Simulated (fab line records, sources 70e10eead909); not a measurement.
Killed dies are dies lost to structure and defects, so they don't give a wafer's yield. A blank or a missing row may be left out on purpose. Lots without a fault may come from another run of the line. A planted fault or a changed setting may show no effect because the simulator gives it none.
fab line records | flow nand_harc
record lots=12 wafers=36 last_day=24
route steps=1159 shown A_SGD_CUT@776 A_SLIT@803 A_WL_FILL@832 END@1159
lots that met no fault: from a run of the same line without faults
start_h: hours from the record's first day to the start of the lot's first wafer shown | wait_h: hours since the lot's step before | " the same as in the row above | L1.1+2: a row that stands for several wafers | - no value, or no start given | * or withheld: withheld | < > ~ a bound
route shown NAME@n: a module of which the file shows steps, and the number in the route of the first | usual: mean/standard deviation of fault-free wafers | same: alike in all rows | chamber/n: place in a boat | sites: the reading at each site | _std_site: their standard deviation | _edge_site: outer sites' mean less inner sites' | radius_mm: how far each site lies from the wafer's centre | mask NAME#n: copy n | behind: the tool/chamber that last shaped the wafer | hold: why the lot was held/for how many hours/how that ended | device: the transistor (n, p or np) that didn't switch | end of line: the same wafers' tests at the end of the route | a step without rows: its recipe alone | killed: dies lost to structure and defects at the first sort, not the wafer's yield | map: a wafer's dies, x killed, . not, _ none there
set.NAME: the setting as run; set.NAME@STEP: as run at that earlier step | model.NAME: the simulator's own value behind a step, which no gauge read
steps of the route over a sample of lots; a table a step, a row a wafer
services: from which hour (start_h, from the record's first day; less than 0 if before it) a tool's chamber was out of use, for how many hours, and why
## steps
# step NHARC_A_SGD_CUT_ETCHBACK_24
# recipe target_depth_a=500 over_etch_frac=0.3 time_s=92.857 ion_energy_ev=120 ch3f_flow_sccm=50 o2_flow_sccm=30 ar_flow_sccm=200 rf_w=500 bias_w=100 chemistry=CH3F/O2
# usual drypump_motor_current_A=5.8/0.52 oes_product_au=0.97/0.038 rf_vpp_V=244.8/1.5 showerhead_plenum_p_Torr=2.49/0.092 throttle_valve_pct=20.663/0.0089
# columns lot.wafer tool chamber start_h wait_h drypump_motor_current_A oes_product_au rf_hours_counter_h rf_vpp_V showerhead_plenum_p_Torr throttle_valve_pct
L136.1 rie_diel-04 3 316.61 0.1 6.2 0.93 2 246.2 2.56 20.653
L136.2 " 0 " " 4.8 0.94 2 244.8 2.51 20.669
L136.3 " 1 " " 5.9 0.93 2 246.0 2.58 20.670
L137.3 rie_diel-04 3 319.68 0.1 6.2 1.02 3 246.2 2.56 20.657
L137.2 " 0 " " 4.9 1.02 2 244.1 2.51 20.674
L137.5 " 3 " " 6.2 1.01 - 243.9 2.56 20.655
L142.4 rie_diel-04 2 342.67 0.1 5.6 1.00 5 247.6 2.61 20.667
L142.1 " 3 " " 6.2 1.02 4 245.7 2.56 20.664
L142.2 " 1 " " 6.0 1.01 4 245.8 2.58 20.668
L141.2 rie_diel-10 2 342.68 0.2 5.5 0.99 16 245.2 2.47 20.670
L141.6 " 1 " " 6.1 1.01 - 244.9 2.44 20.662
L141.5 " 2 " " 5.5 0.99 - 244.2 2.47 20.668
L143.3 rie_diel-01 0 346.82 0.1 6.3 1.00 1 246.4 2.57 20.666
L143.5 " 3 " " 6.5 1.02 - 242.2 2.35 20.665
L143.6 " 0 " " 6.4 1.01 - 246.3 2.57 20.650
L144.4 rie_diel-04 1 364.65 0.1 5.9 0.94 7 245.7 2.58 20.654
L144.1 " 0 " " 4.8 0.93 6 243.0 2.50 20.668
L144.5 " 2 " " 5.7 0.93 - 245.3 2.61 20.667
L148.2 rie_diel-04 2 385.51 0.1 5.6 1.01 8 246.8 2.61 20.656
L148.1 " 3 " " 6.2 1.01 8 247.0 2.56 20.662
L148.3 " 0 " " 4.9 1.02 8 245.6 2.50 20.639
L151.3 rie_diel-10 1 412.89 0.2 6.1 0.97 5 245.8 2.43 20.665
L151.2 " 3 " " 6.0 0.94 6 242.8 2.35 20.664
L151.5 " 0 " " 5.8 0.95 - 244.1 2.38 20.657
L152.1 rie_diel-10 3 418.65 0.1 6.0 0.93 7 242.1 2.35 20.658
L152.4 " 1 " " 6.1 0.93 5 243.7 2.44 20.663
L152.5 " 3 " " 6.0 0.93 - 242.5 2.35 20.656
L156.3 rie_diel-01 3 438.25 0.2 6.5 1.01 8 242.1 2.34 20.647
L156.4 " 1 " " 6.3 1.00 8 246.7 2.57 20.657
L156.2 " 2 " " 4.8 1.00 8 244.2 2.41 20.685
L157.3 rie_diel-01 1 451.65 0.2 6.3 0.92 9 246.7 2.57 20.666
L157.5 " 0 " " 6.4 0.93 - 246.6 2.57 20.650
L157.6 " 1 " " 6.3 0.93 - 246.1 2.57 20.655
L159.2 rie_diel-01 2 458.00 0.1 4.8 0.93 10 244.0 2.41 20.665
L159.1 " 3 " " 6.5 0.94 10 243.2 2.34 20.675
L159.3 " 1 " " 6.3 0.93 9 246.3 2.57 20.651
# step NHARC_A_SGD_CUT_STRIP_28
# recipe time_s=20 o2_flow_sccm=500 ar_flow_sccm=0 bias_w=0 chemistry=O2
# usual drypump_motor_current_A=5.8/0.53 oes_product_au=1.004/0.0093 rf_vpp_V=57.9/0.9 showerhead_plenum_p_Torr=3.57/0.13 throttle_valve_pct=17.036/0.0085
# columns lot.wafer tool chamber start_h wait_h drypump_motor_current_A oes_product_au rf_hours_counter_h rf_vpp_V showerhead_plenum_p_Torr throttle_valve_pct
L136.1 rie_diel-04 0 - - 4.8 0.999 2 57.6 3.59 17.035
L136.3 " 2 " " 5.6 1.007 3 58.5 3.73 17.037
L136.2 " 3 " " 6.2 0.998 3 57.6 3.67 17.034
L137.3 rie_diel-04 2 - - 5.6 1.014 3 59.1 3.73 17.033
L137.2 " 3 " " 6.2 1.004 3 57.7 3.67 17.050
L137.5 " 2 " " 5.6 1.005 - 58.7 3.73 17.044
L141.2 rie_diel-10 0 342.83 0.1 5.8 0.996 18 56.1 3.42 17.031
L141.6 " 1 " " 6.1 1.014 - 58.6 3.50 17.015
L141.5 " 2 " " 5.5 0.994 - 56.8 3.54 17.044
L142.4 rie_diel-04 3 - - 6.2 1.008 4 58.7 3.67 17.040
L142.1 " 1 " " 6.0 1.011 4 57.6 3.70 17.041
L142.2 " 2 " " 5.6 1.010 5 58.6 3.73 17.031
L143.3 rie_diel-01 1 - - 6.3 0.992 1 57.2 3.68 17.043
L143.6 " 1 " " 6.3 0.997 - 58.2 3.68 17.052
L143.5 " 2 " " 4.9 0.998 - 58.8 3.47 17.039
L144.4 rie_diel-04 3 - - 6.2 1.005 7 57.6 3.67 17.031
L144.1 " 0 " " 4.9 1.006 6 59.7 3.59 17.031
L144.5 " 0 " " 4.8 1.004 - 58.2 3.59 17.037
L148.3 rie_diel-04 3 - - 6.2 1.009 8 58.2 3.67 17.035
L148.2 " 0 " " 4.9 1.012 8 58.1 3.59 17.020
L148.1 " 1 " " 5.9 1.017 8 57.4 3.69 17.033
L151.3 rie_diel-10 3 - - 6.0 0.977 6 58.2 3.38 17.041
L151.2 " 1 " " 6.1 1.002 5 57.1 3.50 17.026
L151.5 " 3 " " 6.0 0.985 - 57.2 3.38 17.044
L152.1 rie_diel-10 3 - - 6.0 0.996 7 57.9 3.38 17.036
L152.4 " 1 " " 6.1 1.000 5 59.2 3.50 17.031
L152.5 " 3 " " 6.0 1.002 - 56.7 3.38 17.054
L156.2 rie_diel-01 3 - - 6.5 1.027 8 57.1 3.37 17.045
L156.3 " 0 " " 6.4 1.002 8 57.2 3.68 17.047
L156.4 " 1 " " 6.3 1.008 8 59.0 3.68 17.045
L157.3 rie_diel-01 1 - - 6.3 0.994 9 57.2 3.68 17.035
L157.5 " 3 " " 6.4 1.008 - 59.4 3.37 17.029
L157.6 " 0 " " 6.4 1.000 - 56.0 3.68 17.059
L159.3 rie_diel-01 1 - - 6.3 0.994 9 57.9 3.68 17.025
L159.2 " 2 " " 4.9 1.003 10 57.3 3.46 17.037
L159.1 " 0 " " 6.3 1.015 9 58.8 3.68 17.024
# step NHARC_A_SLIT_CD_MEAS_21
# usual cd_nm=289.7/1
# columns lot.wafer tool chamber start_h wait_h cd_nm
L136.1 cd_sem-03 - 326.34 - 289.5
L136.2 " - " " 289.5
L136.3 " - " " 289.1
L137.2 cd_sem-02 - 328.47 - 290.9
L137.3 " - " " 290.5
L137.5 " - " " 289.7
L142.1 cd_sem-03 - 350.78 - 288.3
L142.2 " - " " 289.3
L142.4 " - " " 289.4
L141.2 cd_sem-03 - 350.96 - 290.0
L141.5 " - " " 289.8
L141.6 " - " " 289.9
L143.3 cd_sem-02 - 356.01 - 290.0
L143.5 " - " " 290.2
L143.6 " - " " 290.2
L144.1 cd_sem-02 - 378.80 - 289.4
L144.4 " - " " 291.2
L144.5 " - " " 290.4
L148.1 cd_sem-03 - 392.28 - 290.2
L148.2 " - " " 289.8
L148.3 " - " " 289.3
L151.2 cd_sem-01 - 420.73 - 289.2
L151.3 " - " " 290.1
L151.5 " - " " 289.3
L152.1 cd_sem-01 - 427.41 - 288.1
L152.4 " - " " 289.1
L152.5 " - " " 288.8
L156.2 cd_sem-03 - 445.34 - 290.5
L156.3 " - " " 290.0
L156.4 " - " " 288.8
L157.3 cd_sem-02 - 459.31 - 290.5
L157.5 " - " " 291.2
L157.6 " - " " 289.8
L159.1 cd_sem-03 - 465.98 - 289.3
L159.2 " - " " 289.8
L159.3 " - " " 289.0
# step NHARC_A_WL_FILL_ALD_19
# recipe target_thk_a=20 pulse_time_s=3 ald_cycles=100 temp_c=450 material=TiN
# usual ald_cycles=100/0 heater_power_w=1142/110 precursor_pulse_height_rel=0.999/0.02
# same pulse_time_s=3
# columns lot.wafer tool chamber start_h wait_h ald_cycles heater_power_w precursor_pulse_height_rel
L136.3 ald_metal-04 2 357.02 0.1 100 1076 1.022
L136.2 " 3 " " 100 1234 0.997
L136.1 " 0 " " 100 1129 0.963
L137.3 ald_metal-04 1 363.37 0.1 100 882 1.000
L137.2 " 3 " " 100 1244 0.995
L137.5 " 2 " " 100 1052 1.046
L142.2 ald_metal-04 3 382.81 0.1 100 1275 1.034
L142.1 " 1 " " 100 888 1.003
L142.4 " 2 " " 100 1061 0.976
L141.2 ald_metal-02 3 385.86 0.2 100 1108 1.012
L141.5 " 0 " " 100 1090 0.958
L141.6 " 1 " " 100 1261 0.954
L143.3 ald_metal-01 2 389.49 0.1 100 1344 1.026
L143.5 " 0 " " 100 1066 1.020
L143.6 " 1 " " 100 1197 0.970
L144.4 ald_metal-02 1 412.54 0.1 100 1242 0.996
L144.1 " 0 " " 100 1094 1.002
L144.5 " 1 " " 100 1238 1.007
L148.1 ald_metal-01 1 428.94 0.1 100 1215 1.002
L148.3 " 2 " " 100 1354 1.020
L148.2 " 3 " " 100 1168 0.990
L151.2 ald_metal-02 0 452.37 0.1 51 1119 0.999
L151.3 " 2 " " 100 1095 1.008
L151.5 " 3 " " 100 1085 0.990
L152.4 ald_metal-02 1 459.01 0.1 100 1230 1.005
L152.1 " 0 " " 51 1091 0.996
L152.5 " 2 " " 100 1100 0.979
L156.2 ald_metal-01 3 477.69 0.1 100 1141 0.978
L156.4 " 0 " " 100 1118 0.963
L156.3 " 1 " " 100 1203 1.031
L157.3 ald_metal-01 2 488.82 0.1 100 1240 0.989
L157.5 " 2 " " 100 1246 0.995
L157.6 " 3 " " 100 1149 1.002
L159.2 ald_metal-04 2 495.79 0.1 100 1072 1.015
L159.3 " 3 " " 100 1275 0.953
L159.1 " 0 " " 100 1143 0.975
# step NHARC_END_SORT_01
# recipe temp_c=25
# usual killed_at_array=26/10 killed_at_other=0.5/0.87 killed_at_periphery=3.0/2.5 killed_dies=29/11 killed_open=3.3/1.9 killed_short=1.8/1.5
# same gross_dies=677
# columns lot.wafer tool chamber start_h wait_h killed_at_array killed_at_other killed_at_periphery killed_dies killed_open killed_short
L151.2 prober-01 0 535.03 2.8 673 1 3 677 3 3
L151.3 prober-01 0 535.84 3.1 27 1 3 31 1 2
L151.5 prober-01 0 537.48 3.8 31 0 1 32 3 3
L152.1 prober-01 0 550.11 2.5 677 0 0 677 3 3
L152.4 prober-01 0 552.51 3.4 30 1 0 31 4 2
L152.5 prober-01 0 553.31 3.7 28 0 2 30 2 2
# killed by level:class
L151.2 A_WL_FILL:area_ald=653 A_SLIT:chamber_film_flake=10 A_CHANNEL_HOLE_D1:chamber_film_flake=4 A_CONTACT:chamber_film_flake=3 P_CONTACT:geometric_particle:open=2 P_M0:geometric_particle:short=1 A_CHANNEL_FILL_D1:geometric_particle:short=1 A_BLC:geometric_particle:open=1
L151.3 A_SLIT:chamber_film_flake=17 A_CHANNEL_HOLE_D1:chamber_film_flake=5 A_STAIRCASE:chamber_film_flake=3 P_STI:geometric_particle:short=1 P_CONTACT:geometric_particle:short=1 A_CONTACT:geometric_particle:open=1 P_M0:chamber_film_flake=1 A_CONTACT:chamber_film_flake=1
L151.5 A_SLIT:chamber_film_flake=14 A_CHANNEL_HOLE_D1:chamber_film_flake=9 A_CONTACT:geometric_particle:open=2 A_STAIRCASE:chamber_film_flake=2 A_SLIT:geometric_particle:short=1 A_BLC:geometric_particle:short=1 A_M0:geometric_particle:short=1 A_M1:geometric_particle:open=1
L152.1 A_WL_FILL:area_ald=647 A_CHANNEL_HOLE_D1:chamber_film_flake=15 A_STAIRCASE:chamber_film_flake=4 A_CONTACT:chamber_film_flake=4 A_WL_FILL:geometric_particle:short=2 A_WL_FILL:geometric_particle:open=1 A_CONTACT:geometric_particle:short=1 A_BLC:geometric_particle:open=1
L152.4 A_CHANNEL_HOLE_D1:chamber_film_flake=17 A_STAIRCASE:chamber_film_flake=5 A_WL_FILL:geometric_particle:open=3 A_ONON_D1:geometric_particle:short=1 A_M0:geometric_particle:open=1 STARTING-WAFER:geometric_particle:short=1 A_WL_FILL:chamber_film_flake=1 A_CONTACT:chamber_film_flake=1
L152.5 A_CHANNEL_HOLE_D1:chamber_film_flake=21 P_GATE:chamber_film_flake=2 A_ONON_D1:geometric_particle:open=1 A_SGD_CUT:geometric_particle:open=1 A_SGD_CUT:geometric_particle:short=1 A_WL_FILL:geometric_particle:short=1 A_STAIRCASE:chamber_film_flake=1 A_SLIT:chamber_film_flake=1
## services
# columns tool chamber start_h hours kind
rie_diel-04 0 297.99 - clean
rie_diel-04 1 297.99 - clean
rie_diel-04 2 297.99 - clean
rie_diel-04 3 297.99 - clean
rie_diel-04 - 300.07 0.1 repair
ald_metal-02 3 307.79 3.7 repair
rie_diel-01 - 314.84 9.0 pm
ald_metal-01 2 318.82 4.2 repair
rie_diel-10 0 322.27 9.4 repair
rie_diel-04 0 322.49 - clean
rie_diel-01 - 342.15 0.8 repair
rie_diel-10 3 342.63 3.3 repair
rie_diel-10 - 353.51 9.0 pm
ald_metal-02 - 364.00 10.0 pm
rie_diel-10 1 365.55 6.6 repair
ald_metal-01 - 376.14 0.5 repair
rie_diel-01 1 405.93 4.3 repair
ald_metal-04 - 406.00 10.0 pm
ald_metal-01 1 417.26 5.9 repair
rie_diel-10 1 434.23 1.6 repair
ald_metal-01 - 458.00 10.0 pm
rie_diel-04 - 465.99 9.0 pm
rie_diel-04 0 488.83 14.5 repair
rie_diel-01 - 491.84 9.0 pm
## key
first_sign step=NHARC_A_WL_FILL_ALD_19 reading=ald_cycles direction=down sigmas=99+ usual=100 struck=51
effect step=NHARC_END_SORT_01 reading=killed_at_array direction=up sigmas=65 usual=26 struck=675
more_kills_born_at NHARC_A_WL_FILL_ALD_19@ald_metal-02=1300
met_at NHARC_A_WL_FILL_ALD_19
struck_lots L151,L152
struck_wafers L151.2,L152.1
later_rows_left_out L151.2,L152.1
tester_left_out L151,L152
not_acting_at NHARC_A_SGD_CUT_ETCHBACK_24,NHARC_A_SGD_CUT_STRIP_28,NHARC_A_SLIT_CD_MEAS_21
onset_between 412.54 452.37
fault kind=process_parameter_drift tool=ald_metal-02 chamber=0 onset_h=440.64 steps=NHARC_A_WL_FILL_ALD_19 channel=ald_cycles offset=-49 shape=step end_h=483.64 acts_in=these_recipes_only stated=100
# tester_left_out: of these lots the tester's yield and bins aren't shown, on N5 and GAA mostly nor the transistor test; their killed dies are dies lost to structure and defects alone, not to doping, threshold or leakage, so they don't give the yield
# later_rows_left_out: the simulator's readings of these wafers behind a module that went badly wrong aren't trusted and aren't shown, but for the sort
